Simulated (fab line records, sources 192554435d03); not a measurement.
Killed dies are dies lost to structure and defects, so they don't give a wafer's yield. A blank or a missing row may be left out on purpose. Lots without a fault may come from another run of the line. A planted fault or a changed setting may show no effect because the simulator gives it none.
fab line records | flow n5_finfet
record lots=7 wafers=21
route steps=1938 shown ZERO_LAYER@16 PMOS_HMC_CHANNEL_EPI@58 FIN_CUT@155 DUMMY_GATE@224 SD_EPI_N@268 SD_EPI_P@307
start_h: hours from the record's first day to the start of the lot's first wafer shown | wait_h: hours since the lot's step before | " the same as in the row above | L1.1+2: a row that stands for several wafers | - no value, or no start given | * or withheld: withheld | < > ~ a bound
route shown NAME@n: a module of which the file shows steps, and the number in the route of the first | usual: mean/standard deviation of fault-free wafers | same: alike in all rows | chamber/n: place in a boat | sites: the reading at each site | _std_site: their standard deviation | _edge_site: outer sites' mean less inner sites' | radius_mm: how far each site lies from the wafer's centre | mask NAME#n: copy n | behind: the tool/chamber that last shaped the wafer | hold: why the lot was held/for how many hours/how that ended | device: the transistor (n, p or np) that didn't switch | end of line: the same wafers' tests at the end of the route | a step without rows: its recipe alone | killed: dies lost to structure and defects at the first sort, not the wafer's yield | map: a wafer's dies, x killed, . not, _ none there
set.NAME: the setting as run; set.NAME@STEP: as run at that earlier step | model.NAME: the simulator's own value behind a step, which no gauge read
lots whose settings were changed on purpose; a table a step, a row a wafer
## steps
# step N5_ZERO_LAYER_ETCH_18
# recipe chemistry=HBr/Cl2 target=Si target_depth_a=1200 time_s=40 pressure_mtorr=10 icp_w=800 bias_w=75 HBr_flow_sccm=150 Cl2_flow_sccm=80
# columns lot.wafer tool chamber start_h wait_h set.icp_w model.etch.depth_nm model.ZERO_LAYER.feature_depth_nm
L077.3 rie_si-01 3 30.79 0.0 800 117.3 117.3
L077.5 " 2 " " 927.7 128.8 128.8
L077.6 " 0 " " 927.7 127 127
L079.4 rie_si-02 1 42.79 0.0 800 120.1 120.1
L079.5 " 2 " " 800 119.1 119.1
L079.6 " 1 " " 800 118.8 118.8
L080.4 rie_si-02 2 48.91 0.0 719.2 113.9 113.9
L080.5 " 3 " " 719.2 113.8 113.8
L080.6 " 0 " " 800 117.5 117.5
L084.2 rie_si-01 2 72.91 0.0 800 122.5 122.5
L084.3 " 1 " " 800 120.8 120.8
L084.6 " 2 " " 800 122.9 122.9
L085.2 rie_si-02 1 78.79 0.0 862.5 124.5 124.5
L085.3 " 3 " " 800 121.5 121.5
L085.5 " 0 " " 800 117 117
L087.1 rie_si-03 0 90.91 0.0 800 122.3 122.3
L087.3 " 1 " " 800 116.6 116.6
L087.6 " 3 " " 800 117.9 117.9
L097.1 rie_si-02 2 150.91 0.0 800 121 121
L097.3 " 1 " " 800 118.8 118.8
L097.5 " 3 " " 858.8 125.3 125.3
# step N5_PMOS_HMC_CHANNEL_EPI_COAT_31
# recipe resist=BARC temp_c=205 time_s=60 spin_rpm=1500 resist_thk_nm=66
# columns lot.wafer tool chamber start_h wait_h set.spin_rpm model.BARC_of_PMOS_HMC_CHANNEL_EPI_COAT_31.thk_nm
L077.3 litho_track-03 0 34.85 0.0 1500 65.72
L077.5 " 0 " " 1500 65.7
L077.6 " 0 " " 1500 65.58
L079.4 litho_track-02 0 46.88 0.0 1500 65.91
L079.5 " 0 " " 1500 66.07
L079.6 " 0 " " 1500 65.94
L080.4 litho_track-02 0 53.09 0.0 1500 66
L080.5 " 0 " " 1579 64.26
L080.6 " 0 " " 1500 66.05
L084.2 litho_track-02 0 77.47 0.1 1500 66.08
L084.3 " 0 " " 1500 66.06
L084.6 " 0 " " 1500 66.29
L085.2 litho_track-05 0 83.31 0.0 1500 65.54
L085.3 " 0 " " 1666 62.27
L085.5 " 0 " " 1666 62.44
L087.1 litho_track-05 0 95.04 0.0 1500 65.78
L087.3 " 0 " " 1630 63.02
L087.6 " 0 " " 1500 65.75
L097.1 litho_track-03 0 155.12 0.1 1500 66.09
L097.3 " 0 " " 1407 68.24
L097.5 " 0 " " 1500 66.03
# step N5_PMOS_HMC_CHANNEL_EPI_PEB_07
# recipe peb_temp_c=110 peb_time_s=60 resist=CAR-ArF-block
# columns lot.wafer tool chamber start_h wait_h set.peb_temp_c
L077.3+6 litho_track-03 0 35.13 0.0 110
L077.5 " 0 " " 112.2
L079.4+5+6 litho_track-02 0 47.17 0.0 110
L080.4+5+6 litho_track-02 0 53.37 0.0 110
L084.2+3 litho_track-03 0 77.62 0.0 110
L084.6 " 0 " " 112
L085.2 litho_track-05 0 83.59 0.0 110
L085.3+5 " 0 " " 106.7
L087.1+6 litho_track-02 0 95.20 0.1 110
L087.3 " 0 " " 112.3
L097.1+3 litho_track-03 0 155.28 0.1 112.2
L097.5 " 0 " " 110
# step N5_PMOS_HMC_CHANNEL_EPI_DEVELOP_08
# recipe develop_time_s=30 developer=TMAH resist=CAR-ArF-block dev_temp_c=23 rinse_liquid=diw dry=air_spin
# step N5_PMOS_HMC_CHANNEL_EPI_CD_MEAS_09
# recipe target_cd_nm=237.4 landing_energy_ev=500 detector=se_inlens
# usual cd_nm=237.7/1.4
# columns lot.wafer tool chamber start_h wait_h set.peb_temp_c@PMOS_HMC_CHANNEL_EPI_PEB_07 cd_nm
L077.3 cd_sem-02 0 35.20 - 110 237.4
L077.5 " 0 " " 112.2 241.9
L077.6 " 0 " " 110 238.6
L079.4 cd_sem-02 0 47.23 - 110 237.5
L079.5 " 0 " " 110 238.2
L079.6 " 0 " " 110 238.9
L080.4 cd_sem-02 0 53.44 - 110 239.1
L080.5 " 0 " " 110 238.5
L080.6 " 0 " " 110 239.2
L084.2 cd_sem-02 0 77.69 - 110 237.0
L084.3 " 0 " " 110 239.0
L084.6 " 0 " " 112 244.5
L085.2 cd_sem-02 0 83.66 - 110 236.9
L085.3 " 0 " " 106.7 223.7
L085.5 " 0 " " 106.7 225.8
L087.1 cd_sem-02 0 95.27 - 110 239.3
L087.3 " 0 " " 112.3 244.0
L087.6 " 0 " " 110 237.4
L097.1 cd_sem-01 0 155.34 - 112.2 243.7
L097.3 " 0 " " 112.2 246.7
L097.5 " 0 " " 110 238.3
# step N5_PMOS_HMC_CHANNEL_EPI_DESCUM_14
# recipe chemistry=O2 time_s=7.9 source_power_w=50 bias_power_w=20 pressure_mtorr=20 rf_frequency_hz=2.712e+07 temp_c=40 resist=CAR-ArF-block o2_flow_sccm=225
# columns lot.wafer tool chamber start_h wait_h set.peb_temp_c@PMOS_HMC_CHANNEL_EPI_PEB_07 model.PMOS_HMC_CHANNEL_EPI.cd_nm
L077.3 rie_diel-01 0 35.29 0.0 110 237.5
L077.5 " 0 " " 112.2 241.8
L077.6 " 3 " " 110 238.8
L079.4 rie_diel-04 1 47.32 0.0 110 237.8
L079.5 " 3 " " 110 238.1
L079.6 " 2 " " 110 238.9
L080.4+5 rie_diel-01 0,2 53.57 0.1 110 238.8
L080.6 " 1 " " 110 239.5
L084.2 rie_diel-03 1 78.02 0.3 110 237.3
L084.3 " 2 " " 110 238.6
L084.6 " 0 " " 112 244.4
L085.2 rie_diel-03 3 83.74 0.0 110 236.8
L085.3 " 0 " " 106.7 223.8
L085.5 " 2 " " 106.7 225.8
L087.1 rie_diel-03 2 95.36 0.0 110 238.7
L087.3 " 3 " " 112.3 244.6
L087.6 " 2 " " 110 237
L097.1 rie_diel-04 2 155.43 0.0 112.2 243.5
L097.3 " 3 " " 112.2 246.8
L097.5 " 2 " " 110 238
# step N5_PMOS_HMC_CHANNEL_EPI_ETCH_32
# recipe chemistry=N2/H2 target=BARC stop_on=SiO2 target_depth_a=858 over_etch_frac=0.3 time_s=50.3 ion_energy_ev=200 mask_material=CAR-ArF-block pressure_mtorr=30 source_w=840 bias_w=150 n2_flow_sccm=200 h2_flow_sccm=200
# columns lot.wafer tool chamber start_h wait_h set.spin_rpm@PMOS_HMC_CHANNEL_EPI_COAT_31 set.peb_temp_c@PMOS_HMC_CHANNEL_EPI_PEB_07 model.PMOS_HMC_CHANNEL_EPI.cd_nm model.etch.depth_nm
L077.3 rie_diel-01 0 35.32 0.0 1500 110 239.7 65.72
L077.5 " 0 " " 1500 112.2 244.8 65.7
L077.6 " 3 " " 1500 110 240.1 65.58
L079.4 rie_diel-04 1 47.35 0.0 1500 110 240.4 65.91
L079.5 " 3 " " 1500 110 240.5 66.07
L079.6 " 2 " " 1500 110 241 65.94
L080.4 rie_diel-01 0 53.61 0.0 1500 110 242.4 66
L080.5 " 2 " " 1579 110 241.9 64.26
L080.6 " 1 " " 1500 110 241.7 66.05
L084.2 rie_diel-03 1 78.06 0.0 1500 110 239.9 66.08
L084.3 " 2 " " 1500 110 241.4 66.06
L084.6 " 0 " " 1500 112 246.3 66.29
L085.2 rie_diel-03 3 83.78 0.0 1500 110 240.4 65.54
L085.3 " 0 " " 1666 106.7 226.9 62.27
L085.5 " 2 " " 1666 106.7 229.5 62.44
L087.1 rie_diel-03 2 95.39 0.0 1500 110 242.5 65.78
L087.3 " 3 " " 1630 112.3 248 63.02
L087.6 " 2 " " 1500 110 241.1 65.75
L097.1 rie_diel-04 2 155.47 0.0 1500 112.2 245.6 66.09
L097.3 " 3 " " 1407 112.2 250.2 68.24
L097.5 " 2 " " 1500 110 240 66.03
# step N5_FIN_CUT_COAT_19
# recipe resist=SiARC temp_c=220 time_s=60 spin_rpm=1500 resist_thk_nm=20
# columns lot.wafer tool chamber start_h wait_h set.spin_rpm model.SiARC_of_FIN_CUT_COAT_19.thk_nm
L077.3 litho_track-03 0 - - 1375 21
L077.5+6 " 0 " " 1500 20
L079.4+5+6 litho_track-02 0 - - 1500 20
L080.4 litho_track-04 0 - - 1500 20.2
L080.5+6 " 0 " " 1564 19.6
L084.2 litho_track-04 0 - - 1398 20.6
L084.3 " 0 " " 1500 20
L084.6 " 0 " " 1398 20.8
L085.2 litho_track-03 0 - - 1399 20.8
L085.3 " 0 " " 1500 20
L085.5 " 0 " " 1399 20.6
L087.1+3+6 litho_track-02 0 - - 1500 20
L097.1 litho_track-04 0 - - 1605 19.4
L097.3+5 " 0 " " 1500 20
# step N5_FIN_CUT_COAT_29
# recipe resist=underlayer temp_c=205 time_s=60 spin_rpm=1500 resist_thk_nm=10
# step N5_FIN_CUT_COAT_02
# recipe resist=CAR-EUV spin_rpm=1500 resist_thk_nm=30
# step N5_FIN_CUT_DESCUM_13
# recipe chemistry=O2 time_s=7 source_power_w=50 bias_power_w=20 pressure_mtorr=20 rf_frequency_hz=2.712e+07 temp_c=40 resist=CAR-EUV o2_flow_sccm=225
# step N5_FIN_CUT_ETCH_30
# recipe chemistry=N2/H2 target=underlayer target_depth_a=130 mask_material=CAR-EUV time_s=10.4 ion_energy_ev=200 pressure_mtorr=30 source_w=840 bias_w=150 n2_flow_sccm=200 h2_flow_sccm=200 ends=cleared
# step N5_FIN_CUT_ETCH_20
# recipe chemistry=CF4 target=SiARC target_depth_a=260 mask_material=CAR-EUV time_s=43.3 ion_energy_ev=80 pressure_mtorr=40 source_w=545 bias_w=36 Ar_flow_sccm=100 cf4_flow_sccm=100 ends=cleared
# columns lot.wafer tool chamber start_h wait_h set.spin_rpm@FIN_CUT_COAT_19 model.etch.depth_nm
L077.3 rie_diel-04 2 45.53 0.0 1375 20.91
L077.5 " 3 " " 1500 19.99
L077.6 " 0 " " 1500 20.04
L079.4 rie_diel-04 2 57.16 0.0 1500 20.01
L079.5 " 1 " " 1500 20
L079.6 " 2 " " 1500 19.98
L080.4 rie_diel-04 3 63.53 0.0 1500 20.16
L080.5 " 2 " " 1564 19.64
L080.6 " 3 " " 1564 19.59
L084.2 rie_diel-04 0 87.10 0.0 1398 20.68
L084.3 " 2 " " 1500 19.98
L084.6 " 2 " " 1398 20.76
L085.2 rie_diel-03 1 98.13 0.0 1399 20.76
L085.3 " 3 " " 1500 20
L085.5 " 3 " " 1399 20.65
L087.1 rie_diel-01 0 104.67 0.0 1500 20.06
L087.3+6 " 1,0 " " 1500 20.08
L097.1 rie_diel-04 2 166.26 0.0 1605 19.31
L097.3 " 0 " " 1500 20.01
L097.5 " 3 " " 1500 19.98
# step N5_DUMMY_GATE_COAT_28
# recipe resist=underlayer temp_c=205 time_s=60 spin_rpm=1500 resist_thk_nm=10
# columns lot.wafer tool chamber start_h wait_h set.spin_rpm model.underlayer_of_DUMMY_GATE_COAT_28.thk_nm
L077.3+5 litho_track-01 0 - - 1604 9.6
L077.6 " 0 " " 1500 10
L079.4+5+6 litho_track-01 0 - - 1500 10
L080.4+5+6 litho_track-05 0 - - 1500 10
L084.2+3+6 litho_track-02 0 - - 1500 10
L085.2+3+5 litho_track-02 0 - - 1500 10
L087.1+6 litho_track-01 0 - - 1574 9.8
L087.3 " 0 " " 1500 10
L097.1+3+5 litho_track-05 0 - - 1500 10
# step N5_SD_EPI_N_PEB_07
# recipe peb_temp_c=110 peb_time_s=60 resist=CAR-ArF-block
# columns lot.wafer tool chamber start_h wait_h set.peb_temp_c
L077.3+5+6 litho_track-04 0 73.59 0.0 110
L079.4+5+6 litho_track-01 0 79.49 0.0 110
L080.4+5+6 litho_track-04 0 84.37 0.0 110
L084.2 litho_track-03 0 110.73 0.0 110
L084.3+6 " 0 " " 111
L085.2+3 litho_track-01 0 119.34 0.0 110
L085.5 " 0 " " 111
L087.1+3+6 litho_track-01 0 128.57 0.1 110
L097.1+3 litho_track-04 0 187.05 0.1 110
L097.5 " 0 " " 108.8
# step N5_SD_EPI_N_DEVELOP_08
# recipe develop_time_s=30 developer=TMAH resist=CAR-ArF-block dev_temp_c=23 rinse_liquid=diw dry=air_spin
# step N5_SD_EPI_N_CD_MEAS_09
# recipe target_cd_nm=120 landing_energy_ev=500 detector=se_inlens
# usual cd_nm=119.3/1.1
# columns lot.wafer tool chamber start_h wait_h set.peb_temp_c@SD_EPI_N_PEB_07 cd_nm
L077.3 cd_sem-02 0 73.66 - 110 120.2
L077.5 " 0 " " 110 120.0
L077.6 " 0 " " 110 121.6
L079.4 cd_sem-01 0 79.56 - 110 118.9
L079.5 " 0 " " 110 118.1
L079.6 " 0 " " 110 118.9
L080.4 cd_sem-01 0 84.43 - 110 120.5
L080.5 " 0 " " 110 120.0
L080.6 " 0 " " 110 120.2
L084.2 cd_sem-01 0 110.79 - 110 117.8
L084.3 " 0 " " 111 121.3
L084.6 " 0 " " 111 119.8
L085.2 cd_sem-02 0 119.41 - 110 119.7
L085.3 " 0 " " 110 119.7
L085.5 " 0 " " 111 122.1
L087.1 cd_sem-02 0 128.64 - 110 120.2
L087.3 " 0 " " 110 121.0
L087.6 " 0 " " 110 120.3
L097.1 cd_sem-01 0 187.12 - 110 121.6
L097.3 " 0 " " 110 121.3
L097.5 " 0 " " 108.8 116.8
# step N5_SD_EPI_N_DESCUM_14
# recipe chemistry=O2 time_s=7.9 source_power_w=50 bias_power_w=20 pressure_mtorr=20 rf_frequency_hz=2.712e+07 temp_c=40 resist=CAR-ArF-block o2_flow_sccm=225
# columns lot.wafer tool chamber start_h wait_h set.time_s set.peb_temp_c@SD_EPI_N_PEB_07 model.SD_EPI_N.cd_nm
L077.3 rie_diel-05 2 74.02 0.3 7.9 110 120.4
L077.5 " 0 " " 6.574 110 119.8
L077.6 " 3 " " 6.574 110 121
L079.4 rie_diel-05 3 79.64 0.0 7.9 110 119
L079.5 " 0 " " 7.9 110 118.2
L079.6 " 3 " " 7.9 110 118.6
L080.4 rie_diel-05 3 84.52 0.0 7.9 110 120.2
L080.5+6 " 3,2 " " 7.9 110 119.8
L084.2 rie_diel-05 3 110.88 0.0 7.9 110 117.2
L084.3 " 2 " " 7.9 111 120.8
L084.6 " 3 " " 7.9 111 119.8
L085.2 rie_diel-06 2 119.49 0.0 7.9 110 119.6
L085.3 " 0 " " 7.9 110 119.8
L085.5 " 2 " " 7.9 111 122.2
L087.1 rie_diel-02 1 128.75 0.1 7.9 110 120.4
L087.3 " 2 " " 7.9 110 121.2
L087.6 " 2 " " 9.499 110 121
L097.1 rie_diel-06 2 187.21 0.0 7.9 110 121.6
L097.3 " 0 " " 8.954 110 121.6
L097.5 " 1 " " 8.954 108.8 116.8
# step N5_SD_EPI_N_ETCH_34
# recipe chemistry=CF4 target=SiARC target_depth_a=455 mask_material=CAR-ArF-block time_s=75.8 ion_energy_ev=80 pressure_mtorr=40 source_w=545 bias_w=36 Ar_flow_sccm=100 cf4_flow_sccm=100 ends=cleared
# columns lot.wafer tool chamber start_h wait_h set.peb_temp_c@SD_EPI_N_PEB_07 model.SD_EPI_N.cd_nm
L077.3 rie_diel-05 2 74.06 0.0 110 120.4
L077.5 " 0 " " 110 119.6
L077.6 " 3 " " 110 121.2
L079.4 rie_diel-05 3 79.68 0.0 110 119.4
L079.5 " 0 " " 110 118.2
L079.6 " 3 " " 110 119
L080.4 rie_diel-05 3 84.55 0.0 110 120.4
L080.5 " 3 " " 110 120
L080.6 " 2 " " 110 119.8
L084.2 rie_diel-05 3 110.92 0.0 110 117.6
L084.3 " 2 " " 111 120.8
L084.6 " 3 " " 111 120
L085.2 rie_diel-06 2 119.53 0.0 110 119.8
L085.3 " 0 " " 110 120
L085.5 " 2 " " 111 122
L087.1 rie_diel-02 1 128.79 0.0 110 120.2
L087.3 " 2 " " 110 121.2
L087.6 " 2 " " 110 121
L097.1 rie_diel-06 2 187.24 0.0 110 121.4
L097.3 " 0 " " 110 121.6
L097.5 " 1 " " 108.8 116.8
# step N5_SD_EPI_P_ETCH_36
# recipe chemistry=CF4 target=SiARC target_depth_a=455 mask_material=CAR-ArF-block time_s=75.8 ion_energy_ev=80 pressure_mtorr=40 source_w=545 bias_w=36 Ar_flow_sccm=100 cf4_flow_sccm=100 ends=cleared
# usual etch_rf_on_time_s=76.0/2 rf_vpp_V=183.9/1.1
# columns lot.wafer tool chamber start_h wait_h set.bias_w etch_rf_on_time_s rf_vpp_V
L077.3 rie_diel-03 3 79.11 0.0 39.58 72.8 195.6
L077.5 " 0 " " 36 75.0 183.4
L077.6 " 3 " " 39.58 72.7 195.0
L079.4 rie_diel-04 0 84.92 0.0 36 74.4 183.8
L079.5 " 1 " " 36 74.8 183.4
L079.6 " 0 " " 36 73.8 184.5
L080.4 rie_diel-01 2 89.38 0.0 29.94 82.0 164.7
L080.5 " 1 " " 29.94 84.3 163.3
L080.6 " 0 " " 36 77.0 182.3
L084.2 rie_diel-03 2 116.08 0.0 36 76.0 184.3
L084.3 " 1 " " 36 74.6 182.6
L084.6 " 1 " " 36 74.6 184.5
L085.2 rie_diel-03 0 125.53 0.0 36 75.2 185.1
L085.3 " 3 " " 42.26 72.0 202.8
L085.5 " 3 " " 42.26 72.1 202.2
L087.1 rie_diel-03 3 133.22 0.0 36 76.0 183.5
L087.3 " 1 " " 36 73.3 185.1
L087.6 " 2 " " 36 74.7 183.8
L097.1 rie_diel-03 0 191.81 0.0 33.83 75.3 178.0
L097.3 " 3 " " 33.83 76.5 176.7
L097.5 " 2 " " 36 73.8 183.8
# step N5_SD_EPI_P_ETCH_37
# recipe chemistry=N2/H2 target=SOC overetch_a=1080 mask_material=SiARC temp_c=40 ion_energy_ev=100 source_w=3000 bias_w=133 pressure_mtorr=20 time_s=486 n2_flow_sccm=200 h2_flow_sccm=200 ends=end_point
# usual rf_vpp_V=240.4/1.3
# columns lot.wafer tool chamber start_h wait_h set.source_w rf_vpp_V model.SiARC_of_SD_EPI_P_COAT_35.thk_nm
L077.3 rie_diel-03 3 79.16 0.0 3000 238.8 19.4
L077.5 " 0 " " 3000 237.9 20
L077.6 " 3 " " 3000 241.2 19.6
L079.4 rie_diel-04 0 84.97 0.0 3000 241.3 19.6
L079.5 " 1 " " 3000 240.3 19.8
L079.6 " 0 " " 3000 242.9 19.4
L080.4 rie_diel-01 2 89.44 0.0 3000 240.5 19.8
L080.5 " 1 " " 3000 239.3 20.2
L080.6 " 0 " " 3000 239.1 19.8
L084.2 rie_diel-03 2 116.14 0.0 3000 241.9 19.6
L084.3 " 1 " " 3000 239.7 19.2
L084.6 " 1 " " 3000 241.3 19.4
L085.2 rie_diel-03 0 125.59 0.0 3511 230.1 17.8
L085.3 " 3 " " 3511 226.6 17.8
L085.5 " 3 " " 3000 241.4 19.6
L087.1 rie_diel-03 3 133.27 0.0 3000 240.8 19.6
L087.3 " 1 " " 3000 242.2 19.2
L087.6 " 2 " " 3000 240.2 19.4
L097.1 rie_diel-03 0 191.87 0.0 3318 236.9 18.2
L097.3 " 3 " " 3000 239.8 19.6
L097.5 " 2 " " 3000 239.9 19.6
# step N5_SD_EPI_P_STRIP_38
# recipe chemistry=N2/H2 temp_c=40 n2_flow_sccm=200 h2_flow_sccm=200 rf_frequency_hz=6e+07
# step N5_SD_EPI_P_ETCHBACK_46
# recipe chemistry=CH3F/O2 mode=anisotropic_etchback target=SiNx target_depth_a=175 stop_on=SiO2 over_etch_frac=0.3 ion_energy_ev=120 pressure_mtorr=30 source_w=395 bias_w=73 Ar_flow_sccm=150 CH3F_flow_sccm=30 O2_flow_sccm=20
# columns lot.wafer tool chamber start_h wait_h set.source_w@SD_EPI_P_ETCH_37 model.SiARC_of_SD_EPI_P_COAT_35.thk_nm
L077.3+6 rie_diel-03 3 79.49 0.0 3000 15
L077.5 " 0 " " 3000 15.6
L079.4 rie_diel-04 0 85.30 0.0 3000 15
L079.5 " 1 " " 3000 15.2
L079.6 " 0 " " 3000 14.8
L080.4+6 rie_diel-01 2,0 89.76 0.0 3000 15.2
L080.5 " 1 " " 3000 15.6
L084.2 rie_diel-03 2 116.46 0.0 3000 15
L084.3+6 " 1 " " 3000 14.6
L085.2+3 rie_diel-03 0,3 125.91 0.0 3511 13.2
L085.5 " 3 " " 3000 15.2
L087.1+6 rie_diel-03 3,2 133.60 0.0 3000 15
L087.3 " 1 " " 3000 14.4
L097.1 rie_diel-03 0 192.19 0.0 3318 13.8
L097.3+5 " 3,2 " " 3000 15
## key
split step=N5_ZERO_LAYER_ETCH_18 setting=icp_w stated=800 by=wafer
response step=N5_ZERO_LAYER_ETCH_18 reading=model.etch.depth_nm change=+0.608 per=1% r=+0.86
response step=N5_ZERO_LAYER_ETCH_18 reading=model.ZERO_LAYER.feature_depth_nm change=+0.608 per=1% r=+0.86
split step=N5_PMOS_HMC_CHANNEL_EPI_COAT_31 setting=spin_rpm stated=1500 by=wafer
response step=N5_PMOS_HMC_CHANNEL_EPI_COAT_31 reading=model.BARC_of_PMOS_HMC_CHANNEL_EPI_COAT_31.thk_nm change=-0.31 per=1% r=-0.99
response step=N5_PMOS_HMC_CHANNEL_EPI_ETCH_32 reading=model.etch.depth_nm change=-0.31 per=1% r=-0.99
split step=N5_PMOS_HMC_CHANNEL_EPI_PEB_07 setting=peb_temp_c stated=110 by=wafer
response step=N5_PMOS_HMC_CHANNEL_EPI_CD_MEAS_09 reading=cd_nm change=+3.31 per=1% r=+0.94
response step=N5_PMOS_HMC_CHANNEL_EPI_DESCUM_14 reading=model.PMOS_HMC_CHANNEL_EPI.cd_nm change=+3.38 per=1% r=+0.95
response step=N5_PMOS_HMC_CHANNEL_EPI_ETCH_32 reading=model.PMOS_HMC_CHANNEL_EPI.cd_nm change=+3.46 per=1% r=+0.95
split step=N5_FIN_CUT_COAT_19 setting=spin_rpm stated=1500 by=wafer
response step=N5_FIN_CUT_COAT_19 reading=model.SiARC_of_FIN_CUT_COAT_19.thk_nm change=-0.108 per=1% r=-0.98
response step=N5_FIN_CUT_ETCH_20 reading=model.etch.depth_nm change=-0.107 per=1% r=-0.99
split step=N5_DUMMY_GATE_COAT_28 setting=spin_rpm stated=1500 by=wafer
response step=N5_DUMMY_GATE_COAT_28 reading=model.underlayer_of_DUMMY_GATE_COAT_28.thk_nm change=-0.0519 per=1% r=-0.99
split step=N5_SD_EPI_N_PEB_07 setting=peb_temp_c stated=110 by=wafer
response step=N5_SD_EPI_N_CD_MEAS_09 reading=cd_nm change=+3.41 per=1% r=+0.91
response step=N5_SD_EPI_N_DESCUM_14 reading=model.SD_EPI_N.cd_nm change=+3.63 per=1% r=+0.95
response step=N5_SD_EPI_N_ETCH_34 reading=model.SD_EPI_N.cd_nm change=+3.37 per=1% r=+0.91
split step=N5_SD_EPI_N_DESCUM_14 setting=time_s stated=7.9 by=wafer
response none clear
split step=N5_SD_EPI_P_ETCH_36 setting=bias_w stated=36 by=wafer
response step=N5_SD_EPI_P_ETCH_36 reading=etch_rf_on_time_s change=* per=1% r=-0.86
response step=N5_SD_EPI_P_ETCH_36 reading=rf_vpp_V change=+1.07 per=1% r=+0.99
split step=N5_SD_EPI_P_ETCH_37 setting=source_w stated=3000 by=wafer
response step=N5_SD_EPI_P_ETCH_37 reading=rf_vpp_V change=-0.627 per=1% r=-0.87
response step=N5_SD_EPI_P_ETCH_37 reading=model.SiARC_of_SD_EPI_P_COAT_35.thk_nm change=-0.113 per=1% r=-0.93
response step=N5_SD_EPI_P_ETCHBACK_46 reading=model.SiARC_of_SD_EPI_P_COAT_35.thk_nm change=-0.116 per=1% r=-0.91
